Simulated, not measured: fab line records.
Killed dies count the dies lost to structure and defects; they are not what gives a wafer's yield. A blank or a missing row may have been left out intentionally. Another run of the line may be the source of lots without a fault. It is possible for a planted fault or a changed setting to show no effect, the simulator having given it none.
fab line records    flow n5-finfet    part 1 of 2: steps 1 to 23 of 32
[record] lots = 5  wafers = 15  last-day = 15
route steps=1938 shown BEOL_M13@1708 BEOL_M14@1716
lots with no fault: from the same line, run without faults
start-h: hours from the record's opening day to when the first of the lot's shown wafers began    wait-h: hours from the lot's prior step to this one    " repeats the value in the row above    L1.1+2: one row covering several wafers at once    - value missing, or start not given    * or withheld: withheld    < > ~ a bound
route shown NAME@n: names a module that has steps shown in the file, with the first one's number in the route    usual: average and standard deviation across the fault-free wafers    same: alike in all rows    chamber/n: place in a boat    sites: each site's reading    _std_site: the standard deviation of these    _edge_site: inner sites' mean taken away from outer sites' mean    radius-mm: how far each site lies from the wafer's centre    mask NAME#n: copy n    behind: tool/chamber where the wafer was last shaped    hold: what put the lot on hold/how long, in hours/how the hold closed    device: the n, p or np transistor that did not switch    end of line: tests run on the same wafers once the route is complete    step lacking rows: just its recipe    killed: the dies lost at the first sort to structure and to defects; this is not the yield of the wafer    map: dies across one wafer; x = killed, . = not, _ = none there
set.NAME: the run value of the setting; set.NAME@STEP: its run value at that earlier step    model.NAME: the simulator's own value behind a step, which no gauge read
certain route steps with their lots: each step a table, each wafer a row
services: the hour from which a tool's chamber was out of use, counted from the record's first day as start-h (under 0 if before that day), plus the number of hours and why
[[steps]]
[step N5_BEOL_M13_ECD_47]
[recipe] material = Cu  target-thk-a = 9360
lot.wafer   tool       chamber  start-h  wait-h
L076.1+3+4  ecd-cu-02  0,0,1    259.79   0.1
L075.1+2+4  ecd-cu-02  0,1,1    262.12   0.1
L083.1+2+6  ecd-cu-01  1,0,1    303.62   0.1
L085.3+4+5  ecd-cu-02  0,1,0    314.70   0.1
L092.1+5+6  ecd-cu-01  0,0,1    343.47   0.1
[step N5_BEOL_M13_ANNEAL_48]
[recipe] temp-c = 225  time-s = 90  ambient = N2
[usual] wafer_temp_C_max = 226.2/0.3
lot.wafer  tool           chamber  start-h  wait-h  wafer_temp_C_max
L076.1     rtp-anneal-01  0        260.21   0.4     226.6
L076.3     "              0        "        "       225.8
L076.4     "              0        "        "       226.4
L075.1     rtp-anneal-01  0        262.29   0.1     226.3
L075.2     "              0        "        "       226.7
L075.4     "              0        "        "       226.1
L083.1     rtp-anneal-01  0        304.45   0.8     226.3
L083.2     "              0        "        "       226.5
L083.6     "              0        "        "       226.3
L085.3     rtp-anneal-02  0        314.90   0.2     225.8
L085.4     "              0        "        "       225.9
L085.5     "              0        "        "       225.8
L092.1     rtp-anneal-01  0        343.65   0.1     226.6
L092.5     "              0        "        "       226.5
L092.6     "              0        "        "       226.0
[step N5_BEOL_M13_CMP_49]
[recipe] stop-on = SiOC  t-overpolish-s = 17.1  down-force-psi = 1  platen-rpm = 50  clearing-platen-down-force-psi = 1.5  clearing-platen-rpm = 50  post-cmp-clean = cu-alkaline  target-thk-nm = 420  clearing-platen-pad-velocity-m-s = 0.99484  pad-velocity-m-s = 0.99484
[usual] barrier-field-endpoint-s = 30.5/0.76  motor-current-A = 5.9/0.58  overpolish-run-s = 17.101/0.0094
lot.wafer  tool    chamber  start-h  wait-h  barrier-field-endpoint-s  motor-current-A  overpolish-run-s
L076.1     cmp-01  0        260.50   0.3     31.2                      5.4              17.117
L076.4     "       2        "        "       30.9                      5.6              17.096
L076.3     "       3        "        "       31.0                      7.1              17.113
L075.4     cmp-02  2        262.60   0.1     30.5                      6.0              17.094
L075.1     "       3        "        "       30.0                      5.9              17.087
L075.2     "       1        "        "       30.5                      6.0              17.099
L083.1     cmp-01  2        304.74   0.3     30.7                      5.6              17.105
L083.2     "       1        "        "       31.0                      6.8              17.102
L083.6     "       3        "        "       30.6                      7.1              17.091
L085.4     cmp-02  2        315.13   0.1     31.1                      6.0              17.091
L085.3     "       1        "        "       30.9                      5.6              17.112
L085.5     "       2        "        "       31.4                      6.0              17.100
L092.1     cmp-03  3        343.95   0.3     29.7                      5.7              17.122
L092.6     "       3        "        "       31.3                      5.6              17.105
L092.5     "       0        "        "       31.8                      5.5              17.101
[step N5_BEOL_M13_THK_MEAS_50]
[recipe] thk-meas-gauge = xrf  reads = Cu_of_BEOL_M13_ECD_47
[usual] M13_THK = 415/6.5
lot.wafer  tool           chamber  start-h  wait-h  M13_THK[nm]
L076.1     film-metro-02  -        260.80   -       420
L076.3     "              -        "        "       415
L076.4     "              -        "        "       420
L075.1     film-metro-01  -        262.89   -       406
L075.2     "              -        "        "       420
L075.4     "              -        "        "       417
L083.1     film-metro-01  -        305.04   -       416
L083.2     "              -        "        "       415
L083.6     "              -        "        "       418
L085.3     film-metro-01  -        315.42   -       411
L085.4     "              -        "        "       410
L085.5     "              -        "        "       408
L092.1     film-metro-01  -        344.24   -       418
L092.5     "              -        "        "       403
L092.6     "              -        "        "       409
[step N5_BEOL_M13_PRE_CLEAN_52]
[recipe] gas = NH3  time-s = 15  temp-c = withheld  rf-power-w = 300
lot.wafer   tool      chamber  start-h  wait-h
L076.1+3+4  pecvd-02  2,1,0    260.83   0.0
L075.1+2+4  pecvd-02  0,1,2    262.93   0.0
L083.1+2+6  pecvd-02  1,2,2    305.08   0.0
L085.3+4+5  pecvd-03  0,0,1    315.46   0.0
L092.1+5+6  pecvd-02  1,0,1    344.28   0.0
[step N5_BEOL_M13_DEP_53]
[recipe] material = SiCN  target-thk-a = 500  temp-c = withheld  precursor = 3MS/NH3  pressure-torr = 3  rf-w = 675  time-s = 17.8
[usual] showerhead-plenum-p-Torr = 4.169/0.02  throttle-valve-pct = 18.2/1
lot.wafer  tool      chamber  start-h  wait-h  showerhead-plenum-p-Torr  throttle-valve-pct
L076.1     pecvd-02  2        260.86   0.0     4.180                     18.6
L076.3     "         1        "        "       4.168                     16.7
L076.4     "         0        "        "       4.171                     19.6
L075.1     pecvd-02  0        262.95   0.0     4.165                     19.5
L075.2     "         1        "        "       4.175                     17.0
L075.4     "         2        "        "       4.178                     18.5
L083.1     pecvd-02  1        305.11   0.0     4.184                     16.8
L083.2     "         2        "        "       4.175                     18.4
L083.6     "         2        "        "       4.170                     18.7
L085.3     pecvd-03  0        315.48   0.0     4.174                     18.4
L085.4     "         0        "        "       4.183                     18.3
L085.5     "         1        "        "       4.179                     18.5
L092.1     pecvd-02  1        344.31   0.0     4.182                     17.1
L092.5     "         0        "        "       4.165                     19.6
L092.6     "         1        "        "       4.184                     17.0
[step N5_BEOL_M13_RS_MEAS_54]
[recipe] thk-meas-gauge = four-point-probe  reads = Cu_of_BEOL_M13_ECD_47+Ta_of_BEOL_M13_SPUTTER_44+TaN_of_BEOL_M13_SPUTTER_43
[usual] M13_RS = 0.0446/0.00065
lot.wafer  tool           chamber  start-h  wait-h  M13_RS[ohm/sq]
L076.1     film-metro-02  -        260.93   0.0     0.0446
L076.3     "              -        "        "       0.0451
L076.4     "              -        "        "       0.0444
L075.1     film-metro-01  -        263.02   0.0     0.0458
L075.2     "              -        "        "       0.0441
L075.4     "              -        "        "       0.0444
L083.1     film-metro-02  -        305.20   0.1     0.0446
L083.2     "              -        "        "       0.0445
L083.6     "              -        "        "       0.0445
L085.3     film-metro-01  -        315.55   0.1     0.0445
L085.4     "              -        "        "       0.0446
L085.5     "              -        "        "       0.0448
L092.1     film-metro-01  -        344.37   0.0     0.0440
L092.5     "              -        "        "       0.0453
L092.6     "              -        "        "       0.0449
[step N5_BEOL_M13_INSPECT_55]
[recipe] inspect-instrument = darkfield  mode = post-dep
[usual] raw-defect-count = 81/24
lot.wafer  tool               chamber  start-h  wait-h  raw-defect-count
L076.1     defect-inspect-02  -        260.95   0.0     73
L076.3     "                  -        "        "       74
L076.4     "                  -        "        "       112
L075.1     defect-inspect-02  -        263.05   0.0     60
L075.2     "                  -        "        "       86
L075.4     "                  -        "        "       85
L083.1     defect-inspect-01  -        305.22   0.0     77
L083.2     "                  -        "        "       86
L083.6     "                  -        "        "       62
L085.3     defect-inspect-02  -        315.58   0.0     76
L085.4     "                  -        "        "       60
L085.5     "                  -        "        "       83
L092.1     defect-inspect-01  -        344.40   0.0     71
L092.5     "                  -        "        "       80
L092.6     "                  -        "        "       59
[step N5_BEOL_M14_ILD_DEP_00]
[recipe] material = SiO2  target-thk-a = 11193  temp-c = 400  precursor = TEOS/O2  pressure-torr = 6.5  rf-w = 900  teos-flow-sccm = 161.4  gas = O2  flow-sccm = 2650  time-s = 237.4
[usual] heater-power-w = 568/97  showerhead-plenum-p-Torr = 8.35/0.035  throttle-valve-pct = 18.3/1
lot.wafer  tool      chamber  start-h  wait-h  heater-power-w  showerhead-plenum-p-Torr  throttle-valve-pct
L076.1     pecvd-03  2        260.99   0.0     652             8.25                      16.9
L076.3     "         0        "        "       684             8.37                      18.7
L076.4     "         1        "        "       657             8.40                      19.2
L075.1     pecvd-03  0        263.08   0.0     547             8.39                      18.7
L075.2     "         2        "        "       714             8.30                      17.0
L075.4     "         2        "        "       743             8.25                      16.6
L083.1     pecvd-01  1        305.26   0.0     593             8.36                      17.1
L083.2     "         2        "        "       659             8.33                      17.3
L083.6     "         2        "        "       506             8.35                      17.4
L085.3     pecvd-04  0        315.61   0.0     486             8.38                      19.6
L085.4     "         2        "        "       607             8.36                      17.8
L085.5     "         1        "        "       664             8.36                      18.4
L092.1     pecvd-03  0        344.44   0.0     606             8.37                      18.9
L092.5     "         1        "        "       629             8.40                      19.0
L092.6     "         0        "        "       654             8.37                      18.8
[step N5_BEOL_M14_THK_MEAS_01]
[recipe] reads = SiO2_of_BEOL_M14_ILD_DEP_00
[usual] M14_ILD_THK = 1120/17
lot.wafer  tool           chamber  start-h  wait-h  M14_ILD_THK[nm]
L076.1     film-metro-02  -        261.18   0.1     1088
L076.3     "              -        "        "       1119
L076.4     "              -        "        "       1103
L075.1     film-metro-02  -        263.27   0.1     1112
L075.2     "              -        "        "       1099
L075.4     "              -        "        "       1112
L083.1     film-metro-01  -        305.45   0.1     1123
L083.2     "              -        "        "       1114
L083.6     "              -        "        "       1124
L085.3     film-metro-01  -        315.80   0.1     1150
L085.4     "              -        "        "       1152
L085.5     "              -        "        "       1140
L092.1     film-metro-01  -        344.62   0.1     1106
L092.5     "              -        "        "       1127
L092.6     "              -        "        "       1136
[step N5_BEOL_M14_COAT_58]
[recipe] resist = BARC  temp-c = 205  time-s = 60  spin-rpm = 1500  resist-thk-nm = 89
[usual] chill-plate-temp-C = 23.01/0.11
lot.wafer  tool            chamber  start-h  wait-h  chill-plate-temp-C
L076.1     litho-track-01  0        261.21   0.0     23.06
L076.3     "               0        "        "       23.06
L076.4     "               0        "        "       23.23
L075.1     litho-track-04  0        263.31   0.0     22.92
L075.2     "               0        "        "       23.00
L075.4     "               0        "        "       22.83
L083.1     litho-track-02  0        305.48   0.0     23.10
L083.2     "               0        "        "       23.16
L083.6     "               0        "        "       23.09
L085.3     litho-track-01  0        315.83   0.0     23.06
L085.4     "               0        "        "       23.09
L085.5     "               0        "        "       23.08
L092.1     litho-track-02  0        344.66   0.0     22.89
L092.5     "               0        "        "       22.94
L092.6     "               0        "        "       22.80
[step N5_BEOL_M14_COAT_04]
[recipe] spin-rpm = 1704  resist-thk-nm = 800
[usual] chill-plate-temp-C = 23.00/0.094
lot.wafer  tool            chamber  start-h  wait-h  chill-plate-temp-C
L076.1     litho-track-01  0        -        -       22.98
L076.3     "               0        "        "       23.03
L076.4     "               0        "        "       22.91
L075.1     litho-track-04  0        -        -       22.92
L075.2     "               0        "        "       22.79
L075.4     "               0        "        "       22.86
L083.1     litho-track-02  0        -        -       22.89
L083.2     "               0        "        "       22.93
L083.6     "               0        "        "       22.85
L085.3     litho-track-01  0        -        -       23.11
L085.4     "               0        "        "       23.02
L085.5     "               0        "        "       22.88
L092.1     litho-track-02  0        -        -       23.05
L092.5     "               0        "        "       22.99
L092.6     "               0        "        "       23.03
[step N5_BEOL_M14_EBR_06]
[recipe] solvent = PGMEA  ebr-width-mm = 1.5
[usual] chill-plate-temp-C = 22.96/0.11
lot.wafer  tool            chamber  start-h  wait-h  chill-plate-temp-C
L076.1     litho-track-01  0        -        -       23.04
L076.3     "               0        "        "       23.12
L076.4     "               0        "        "       23.04
L075.1     litho-track-04  0        -        -       22.89
L075.2     "               0        "        "       22.99
L075.4     "               0        "        "       23.03
L083.1     litho-track-02  0        -        -       22.97
L083.2     "               0        "        "       23.06
L083.6     "               0        "        "       23.21
L085.3     litho-track-01  0        -        -       22.74
L085.4     "               0        "        "       22.95
L085.5     "               0        "        "       22.80
L092.1     litho-track-02  0        -        -       22.87
L092.5     "               0        "        "       22.99
L092.6     "               0        "        "       22.95
[step N5_BEOL_M14_SOFTBAKE_05]
[recipe] temp-c = 130  time-s = 60
[usual] chill-plate-temp-C = 23.01/0.1
lot.wafer  tool            chamber  start-h  wait-h  chill-plate-temp-C
L076.1     litho-track-01  0        -        -       22.87
L076.3     "               0        "        "       23.07
L076.4     "               0        "        "       22.95
L075.1     litho-track-04  0        -        -       22.96
L075.2     "               0        "        "       23.07
L075.4     "               0        "        "       22.98
L083.1     litho-track-02  0        -        -       23.06
L083.2     "               0        "        "       23.05
L083.6     "               0        "        "       23.01
L085.3     litho-track-01  0        -        -       22.80
L085.4     "               0        "        "       23.15
L085.5     "               0        "        "       23.16
L092.1     litho-track-02  0        -        -       22.89
L092.5     "               0        "        "       22.98
L092.6     "               0        "        "       22.99
[step N5_BEOL_M14_EXPOSE_07]
[recipe] mask-id = V13  na = 0.8  source-shape = annular  sigma-inner = 0.5  sigma-outer = 0.8  polarization = unpolarized  attpsm-phase-deg = 180  dose-mj = 57
lot.wafer   tool            chamber  start-h  wait-h  mask
L076.1+3+4  krf-scanner-02  0        261.31   -       V13#0
L075.1+2+4  krf-scanner-02  0        263.41   -       V13#0
L083.1+2+6  krf-scanner-02  0        305.71   -       V13#0
L085.3+4+5  krf-scanner-02  0        316.07   -       V13#0
L092.1+5+6  krf-scanner-02  0        344.76   -       V13#0
[step N5_BEOL_M14_PEB_08]
[recipe] peb-temp-c = 130  peb-time-s = 90
[usual] chill-plate-temp-C = 22.99/0.11
[same] peb-time-s = 90
lot.wafer  tool            chamber  start-h  wait-h  chill-plate-temp-C
L076.1     litho-track-04  0        261.37   0.1     23.19
L076.3     "               0        "        "       23.24
L076.4     "               0        "        "       23.01
L075.1     litho-track-02  0        263.47   0.1     23.13
L075.2     "               0        "        "       23.12
L075.4     "               0        "        "       23.06
L083.1     litho-track-04  0        305.77   0.1     23.10
L083.2     "               0        "        "       22.90
L083.6     "               0        "        "       23.07
L085.3     litho-track-02  0        316.12   0.0     22.95
L085.4     "               0        "        "       22.88
L085.5     "               0        "        "       23.06
L092.1     litho-track-02  0        344.82   0.1     23.04
L092.5     "               0        "        "       22.81
L092.6     "               0        "        "       22.85
[step N5_BEOL_M14_DEVELOP_09]
[recipe] develop-time-s = 45  rinse-liquid = diw  dry = air-spin  dev-temp-c = 21
[usual] chill-plate-temp-C = 23.01/0.097
[same] develop-time-s = 45
lot.wafer  tool            chamber  start-h  wait-h  chill-plate-temp-C
L076.1     litho-track-04  0        -        -       22.99
L076.3     "               0        "        "       22.97
L076.4     "               0        "        "       23.10
L075.1     litho-track-02  0        -        -       22.93
L075.2     "               0        "        "       22.97
L075.4     "               0        "        "       22.82
L083.1     litho-track-04  0        -        -       23.16
L083.2     "               0        "        "       22.97
L083.6     "               0        "        "       22.86
L085.3     litho-track-02  0        -        -       23.02
L085.4     "               0        "        "       23.11
L085.5     "               0        "        "       23.08
L092.1     litho-track-02  0        -        -       22.97
L092.5     "               0        "        "       23.09
L092.6     "               0        "        "       22.96
[step N5_BEOL_M14_HARDBAKE_14]
[recipe] temp-c = 130  time-s = 120
[usual] chill-plate-temp-C = 23.00/0.1
lot.wafer  tool            chamber  start-h  wait-h  chill-plate-temp-C
L076.1     litho-track-04  0        -        -       22.86
L076.3     "               0        "        "       23.07
L076.4     "               0        "        "       23.04
L075.1     litho-track-02  0        -        -       22.82
L075.2     "               0        "        "       23.08
L075.4     "               0        "        "       22.96
L083.1     litho-track-04  0        -        -       22.93
L083.2     "               0        "        "       23.01
L083.6     "               0        "        "       22.98
L085.3     litho-track-02  0        -        -       23.08
L085.4     "               0        "        "       23.04
L085.5     "               0        "        "       23.06
L092.1     litho-track-02  0        -        -       23.11
L092.5     "               0        "        "       23.05
L092.6     "               0        "        "       23.04
[step N5_BEOL_M14_CD_MEAS_10]
[recipe] target-cd-nm = 250  landing-energy-ev = 500  detector = se-inlens  polarity = opening
[usual] cd-nm = 250.0/1.6
lot.wafer  tool       chamber  start-h  wait-h  cd-nm
L076.1     cd-sem-02  0        261.49   -       251.7
L076.3     "          0        "        "       250.8
L076.4     "          0        "        "       248.7
L075.1     cd-sem-01  0        263.58   -       251.9
L075.2     "          0        "        "       247.5
L075.4     "          0        "        "       248.5
L083.1     cd-sem-03  0        305.88   -       250.4
L083.2     "          0        "        "       250.9
L083.6     "          0        "        "       249.9
L085.3     cd-sem-01  0        316.24   -       251.2
L085.4     "          0        "        "       248.0
L085.5     "          0        "        "       251.9
L092.1     cd-sem-02  0        344.93   -       250.3
L092.5     "          0        "        "       251.9
L092.6     "          0        "        "       248.2
[step N5_BEOL_M14_OVL_MEAS_11]
[recipe] points-per-wafer = 44
[usual] V13_OVL = 1/5.3
lot.wafer  tool        chamber  start-h  wait-h  V13_OVL[nm]
L076.1     overlay-02  0        261.52   0.0     -1
L076.3     "           0        "        "       -8
L076.4     "           0        "        "       -4
L075.1     overlay-02  0        263.61   0.0     -2
L075.2     "           0        "        "       -5
L075.4     "           0        "        "       1
L083.1     overlay-02  0        305.91   0.0     1
L083.2     "           0        "        "       -6
L083.6     "           0        "        "       3
L085.3     overlay-01  0        316.26   0.0     -6
L085.4     "           0        "        "       4
L085.5     "           0        "        "       -3
L092.1     overlay-02  0        344.96   0.0     1
L092.5     "           0        "        "       15
L092.6     "           0        "        "       2
[step N5_BEOL_M14_INSPECT_12]
[recipe] mode = adi  inspect-instrument = macro
[usual] raw-defect-count = 2.3/1.6
lot.wafer  tool               chamber  start-h  wait-h  raw-defect-count
L076.1     defect-inspect-01  -        261.54   0.0     1
L076.3     "                  -        "        "       1
L076.4     "                  -        "        "       6
L075.1     defect-inspect-02  -        263.63   0.0     2
L075.2     "                  -        "        "       8
L075.4     "                  -        "        "       5
L083.1     defect-inspect-02  -        305.94   0.0     1
L083.2     "                  -        "        "       3
L083.6     "                  -        "        "       1
L085.3     defect-inspect-01  -        316.29   0.0     5
L085.4     "                  -        "        "       8
L085.5     "                  -        "        "       1
L092.1     defect-inspect-01  -        344.99   0.0     1
L092.5     "                  -        "        "       4
L092.6     "                  -        "        "       1
[step N5_BEOL_M14_DESCUM_15]
[recipe] chemistry = O2  time-s = 7.9  source-power-w = 50  bias-power-w = 20  pressure-mtorr = 20  rf-frequency-hz = 2.712e+07  temp-c = 40  o2-flow-sccm = 225
[usual] drypump-motor-current-A = 5.6/0.38  oes-product-au = 0.79/0.089  rf-vpp-V = 243.3/1.3  showerhead-plenum-p-Torr = 2.10/0.07  throttle-valve-pct = 20.40/0.24
lot.wafer  tool         chamber  start-h  wait-h  drypump-motor-current-A  oes-product-au  rf-hours-counter-h  rf-vpp-V  showerhead-plenum-p-Torr  throttle-valve-pct
L076.1     rie-diel-05  0        261.57   0.0     5.4                      0.73            215                 243.3     2.15                      20.78
L076.3     "            2        "        "       5.2                      0.69            242                 243.6     2.15                      20.79
L076.4     "            3        "        "       6.5                      0.95            18                  246.1     2.24                      20.32
L075.1     rie-diel-01  0        264.10   0.5     5.9                      0.88            43                  242.8     2.05                      20.36
L075.2     "            1        "        "       5.7                      0.69            233                 242.3     2.07                      20.19
L075.4     "            2        "        "       5.7                      0.91            17                  242.7     2.05                      20.55
L083.1     rie-diel-03  0        305.97   0.0     5.9                      0.71            225                 243.4     2.16                      20.33
L083.2     "            2        "        "       5.0                      0.70            224                 243.3     2.09                      20.48
L083.6     "            1        "        "       5.7                      0.79            -                   243.5     2.09                      20.26
L085.3     rie-diel-03  1        316.40   0.1     5.7                      0.80            111                 243.3     2.09                      20.26
L085.4     "            2        "        "       5.0                      0.70            228                 243.0     2.08                      20.47
L085.5     "            3        "        "       5.7                      0.76            -                   240.2     1.97                      19.92
L092.1     rie-diel-05  2        345.02   0.0     5.2                      0.92            17                  244.4     2.14                      20.54
L092.5     "            2        "        "       5.2                      0.92            -                   243.8     2.14                      20.54
L092.6     "            0        "        "       5.4                      0.70            -                   244.5     2.13                      20.84
[step N5_BEOL_M14_ETCH_59]
[recipe] chemistry = N2/H2  target = BARC  target-depth-a = 890  overetch-a = 267  time-s = 67.9  ion-energy-ev = 200  pressure-mtorr = 30  source-w = 840  bias-w = 150  n2-flow-sccm = 200  h2-flow-sccm = 200
[usual] drypump-motor-current-A = 5.6/0.38  h2-flow-sccm = 200.1/0.61  n2-flow-sccm = 200.0/0.53  oes-product-au = 0.68/0.073  rf-vpp-V = 524.0/2.3  showerhead-plenum-p-Torr = 2.55/0.073  throttle-valve-pct = 17.89/0.25
lot.wafer  tool         chamber  start-h  wait-h  drypump-motor-current-A  h2-flow-sccm  n2-flow-sccm  oes-product-au  rf-hours-counter-h  rf-vpp-V  showerhead-plenum-p-Torr  throttle-valve-pct
L076.1     rie-diel-05  0        261.61   0.0     5.4                      199.9         199.8         0.62            215                 527.2     2.62                      18.38
L076.3     "            2        "        "       5.2                      198.9         200.7         0.60            242                 525.2     2.63                      18.42
L076.4     "            3        "        "       6.5                      199.7         198.9         0.80            18                  528.2     2.69                      17.57
L075.1     rie-diel-01  0        264.13   0.0     5.9                      199.9         200.0         0.74            43                  521.8     2.50                      17.86
L075.2     "            1        "        "       5.8                      200.1         199.6         0.59            233                 522.0     2.50                      17.58
L075.4     "            2        "        "       5.7                      200.3         199.2         0.77            17                  522.6     2.49                      17.98
L083.1     rie-diel-03  0        306.00   0.0     5.9                      199.9         200.7         0.61            225                 525.7     2.62                      17.77
L083.2     "            2        "        "       5.0                      200.4         199.2         0.61            224                 522.8     2.53                      17.88
L083.6     "            1        "        "       5.7                      200.1         198.7         0.67            -                   524.6     2.56                      17.85
L085.3     rie-diel-03  1        316.43   0.0     5.7                      200.8         199.8         0.68            111                 524.1     2.56                      17.86
L085.4     "            2        "        "       5.0                      201.2         199.6         0.61            228                 521.9     2.53                      17.88
L085.5     "            3        "        "       5.7                      199.5         200.4         0.65            -                   520.8     2.44                      17.64
L092.1     rie-diel-05  2        345.07   0.0     5.2                      200.1         201.1         0.80            17                  526.7     2.62                      18.09
L092.5     "            2        "        "       5.2                      200.9         200.2         0.81            -                   525.2     2.62                      18.12
L092.6     "            0        "        "       5.4                      200.2         200.4         0.60            -                   525.3     2.61                      18.45
